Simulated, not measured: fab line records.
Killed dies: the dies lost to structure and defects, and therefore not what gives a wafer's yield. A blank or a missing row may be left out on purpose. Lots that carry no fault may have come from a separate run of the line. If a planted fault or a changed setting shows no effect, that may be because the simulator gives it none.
Problem report, 8D (eight disciplines) form, completed by code | flow n5 finfet | the parts of the form that need people (team, actions taken, sign-off) are left out

## 1. WHAT IS WRONG
Mean of cd nm at N5_FIN_SAQP_CD_MEAS_31: 3.11 nm across 3 wafers in 3 lots; on wafers with no fault it is 8.12 nm (standard deviation 0.22). That puts it -23 standard deviations away from the usual mean.
The step: target cd 8 nm.
First observed at day 5 10:11: wafer L642.2, on cd sem-03. Wafers with a number at this step in the record: 42, from 15 lots. Rule for "out" (also "out of limits"): further than 4 standard deviations from the usual mean. The other wafers with a number count as sound.

## 2. WHAT IT IS, WHAT IT ISN'T
question                    | is                              | is not
which readings at this step | cd nm                           | -
which lots                  | L642, L643, L644                | L629, L631, L632, L633, L634, L636, L638, L639, L645, L647, L650, L652
which wafers of those lots  | L642.2, L643.6, L644.6          | L642.4, L643.4, L644.1
read on which gauges        | cd sem-01, cd sem-02, cd sem-03 | -
when                        | from day 5 10:11                | up to then (25 sound wafers); but 14 sound wafers of L643, L644, L645, L647, L650, L652 came after

## 3. WHAT RULES OUT EACH SUSPECT
Counting: if a tool at a process step up to the reading ran every lot that is out, it stays a suspect. Sound lots after the first of them don't rule it out here, since some wafers of a struck lot are sound.
- ruled out: the gauge at N5_FIN_SAQP_CD_MEAS_31. 3 gauges (cd sem-01, cd sem-02, cd sem-03) read the wafers that are out.
- rie diel-06 at N5_FIN_SAQP_ETCH_69 (etches SOC in N2/H2, stops on SiNx, target depth 150 nm): kept. Every lot that is out went through it, the first being L642 (day 5 09:15); the last sound lot it ran before that was L639 (day 4 13:13).
- ald sin-01 at N5_FIN_SAQP_SPACER2_ALD_28 (deposits SiO2, target thk 8.1 nm, pulse time 1 s, purge time 2 s): kept. Every lot that is out went through it, the first being L642 (day 5 09:36); the last sound lot it ran before that was L639 (day 4 14:28).
Left after counting: rie diel-06 at N5_FIN_SAQP_ETCH_69, ald sin-01 at N5_FIN_SAQP_SPACER2_ALD_28.

## 4. THE CAUSE (what the simulator had put in)
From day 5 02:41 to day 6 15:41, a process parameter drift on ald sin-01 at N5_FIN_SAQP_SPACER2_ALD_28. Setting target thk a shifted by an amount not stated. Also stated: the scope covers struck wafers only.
After counting, 2 suspects remain, this tool included.

## 5. SEQUENCE OF EFFECTS, ordered by route
Each row: a reading where the mean over the struck wafers with a number is more than 3 standard deviations away from the usual. Readings are gone through only where the record gives a usual standard deviation; hours: the median, over the lots, of the time from a lot's start at the first step in this table giving one to that lot's start at this step; sigmas: the change measured in usual standard deviations.
hours | step                         | reading    | usual       | on struck wafers | change | sigmas
0     | N5_FIN_SAQP_CD_MEAS_31       | cd nm      | 8.12 nm     | 3.11             | -5.01  | -23
0     | N5_FIN_SAQP_HM_CD_35         | cd nm      | 8.15 nm     | 3.03             | -5.12  | -20
0     | N5_FIN_SAQP_CD_MEAS_37       | cd nm      | 8.14 nm     | 2.92             | -5.22  | -19
11    | N5_STI_FIN_REVEAL_CD_MEAS_22 | cd nm      | 6.31 nm     | 1.30             | -5.01  | -17
157   | N5_BEOL_M4_RC_MEAS_101       | DIBL_N     | 36.4 mV/V   | 4.2              | -32.2  | -12
157   | N5_BEOL_M4_RC_MEAS_101       | DIBL_P     | 36 mV/V     | -8               | -44    | -14
157   | N5_BEOL_M4_RC_MEAS_101       | IOFF_N     | 0.16 nA/um  | 0.00             | -0.16  | -3.5
157   | N5_BEOL_M4_RC_MEAS_101       | IOFF_N_85C | 3.2 nA/um   | 0.1              | -3.1   | -4.2
157   | N5_BEOL_M4_RC_MEAS_101       | IOFF_N_LIN | 0.075 nA/um | 0.001            | -0.074 | -4.3
157   | N5_BEOL_M4_RC_MEAS_101       | IOFF_P     | 0.21 nA/um  | 0.01             | -0.20  | -3.7
157   | N5_BEOL_M4_RC_MEAS_101       | IOFF_P_85C | 3.7 nA/um   | 0.2              | -3.5   | -4.3
157   | N5_BEOL_M4_RC_MEAS_101       | IOFF_P_LIN | 0.100 nA/um | 0.007            | -0.093 | -4.6
157   | N5_BEOL_M4_RC_MEAS_101       | ION_N      | 677 uA/um   | 422              | -255   | -17
157   | N5_BEOL_M4_RC_MEAS_101       | ION_P      | 464 uA/um   | 335              | -129   | -12
157   | N5_BEOL_M4_RC_MEAS_101       | SS_N       | 71.5 mV/dec | 65.0             | -6.5   | -8.2
157   | N5_BEOL_M4_RC_MEAS_101       | SS_P       | 73.3 mV/dec | 62.1             | -11.2  | -12
157   | N5_BEOL_M4_RC_MEAS_101       | VT_N       | 250 mV      | 328              | +78    | +19
157   | N5_BEOL_M4_RC_MEAS_101       | VT_N_LVT   | 99 mV       | 177              | +78    | +22
157   | N5_BEOL_M4_RC_MEAS_101       | VT_P       | -251 mV     | -300             | -49    | -11
157   | N5_BEOL_M4_RC_MEAS_101       | VT_P_LVT   | -99 mV      | -149             | -50    | -14
Process steps it contains:
- N5_FIN_SAQP_HM_CD_35: target cd 8 nm.

## 6. HOW IT WOULD HAVE BEEN CAUGHT EARLIER
8 hours passed between the start of the fault at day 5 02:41 and the first reading out of limits at a measuring or inspecting step in this record, taken at day 5 10:11.
Tool readings at N5_FIN_SAQP_SPACER2_ALD_28 with a usual standard deviation given in the record: none out on any struck wafer, hence no alarm at a limit of 4 standard deviations on them.
Lots out: 3; of these, L643, L644 started N5_FIN_SAQP_SPACER2_ALD_28 on ald sin-01 after day 5 10:11. A hold on the tool at that time would have spared those 2.
